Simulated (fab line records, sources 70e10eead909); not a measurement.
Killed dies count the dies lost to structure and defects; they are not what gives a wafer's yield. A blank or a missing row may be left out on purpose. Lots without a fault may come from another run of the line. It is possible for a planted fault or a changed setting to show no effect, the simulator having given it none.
8D (eight disciplines) problem report, filled in by code -- flow nand-harc -- the parts of the form that need people (team, actions taken, sign-off) are left out

== 1. PROBLEM STATEMENT ==
Wafers without a fault read 28.6 s, standard deviation 2.7; time-to-endpoint-s at NHARC_P_M0_CMP_23 reads a mean of 9.8 s on 4 wafers belonging to 2 lots. Measured from the usual mean, that is -7.0 standard deviations.
The step: polishes, t overpolish 20 s, target thk 117.54 nm.
First observed at day 14 13:13: wafer L282.2, on cmp-03. Wafers with a number at this step in the record: 39, from 13 lots. Rule for "out", or "out of limits": more than 4 standard deviations from the usual mean. The other wafers with a number count as sound.

== 2. WHAT IT IS; WHAT IT IS NOT ==
question,is,is not
which readings at this step,time-to-endpoint-s,motor-current-A
which lots,"L282, L285","L263, L264, L265, L266, L267, L268, L269, L270, L271, L272, L275"
which wafers of those lots,"L282.2, L282.6, L285.3, L285.6","L282.4, L285.1"
read on which tools,cmp-03,"cmp-02, cmp-04"
when,from day 14 13:13,up to then (34 sound wafers); but 1 sound wafer of L285 came after

== 3. WHAT RULES OUT EACH SUSPECT ==
Counting: any tool at a process step up to the reading remains a suspect provided it ran every lot that is out. Sound lots after the first of them don't rule it out here, since some wafers of a struck lot are sound.
- pvd-sputter-01 at NHARC_P_M0_PVD_21 (deposits Cu, target thk 30 nm, time 20.49 s): kept. It processed each lot that is out (first: L282, day 14 12:32); up to then, its last sound lot is L272 (day 9 23:16). NHARC_P_M0_PVD_21: start missing for some lots; hours and lot order therefore follow NHARC_P_M0_ECD_22.
- ecd-cu-02 at NHARC_P_M0_ECD_22 (material Cu, target thk 400 nm): kept. It processed each lot that is out (first: L282, day 14 12:32); up to then, its last sound lot is L272 (day 9 23:16).
- cmp-03 at NHARC_P_M0_CMP_23 (polishes, t overpolish 20 s, target thk 117.54 nm): kept. It processed each lot that is out (first: L282, day 14 13:13); up to then, its last sound lot is L271 (day 9 10:27). Its own readings are out on those wafers: time-to-endpoint-s.
pvd-sputter-01 at NHARC_P_M0_PVD_21, ecd-cu-02 at NHARC_P_M0_ECD_22 and cmp-03 at NHARC_P_M0_CMP_23 are what is left after counting.

== 4. THE CAUSE (what the simulator had put in) ==
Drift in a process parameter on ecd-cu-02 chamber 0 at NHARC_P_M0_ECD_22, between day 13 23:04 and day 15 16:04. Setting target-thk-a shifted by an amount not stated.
Counting leaves 3 suspects; this tool is one of them.

== 5. THE CHAIN OF EFFECTS, in route order ==
One row per reading whose mean, taken over the struck wafers that have a number, lies over 3 standard deviations from the usual. Readings are gone through only where the record gives a usual standard deviation; hours: the median, over the lots, of the time from a lot's start at the first step in this table giving one to that lot's start at this step; sigmas: the change measured in usual standard deviations.
hours,step,reading,usual,on struck wafers,change,sigmas
0,NHARC_P_M0_CMP_23,time-to-endpoint-s,28.6 s,9.8,-18.8,-7.0
Here are the process steps it includes:
- NHARC_P_M0_CMP_23: polishes, t overpolish 20 s, target thk 117.54 nm.
Later steps that measure or inspect, where all struck wafers having a row at the step show a number for every such reading and not one has moved that far: NHARC_P_M0_THK_MEAS_24, NHARC_END_SORT_01.

== 6. HOW IT WOULD HAVE BEEN CAUGHT EARLIER ==
In this record no reading fell out of limits until day 14 13:13, 14 hours after the fault had begun at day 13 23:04.
Among the 2 lots that are out, L285 began NHARC_P_M0_ECD_22 on ecd-cu-02 after day 14 13:13. Holding the tool at that time would have saved it.
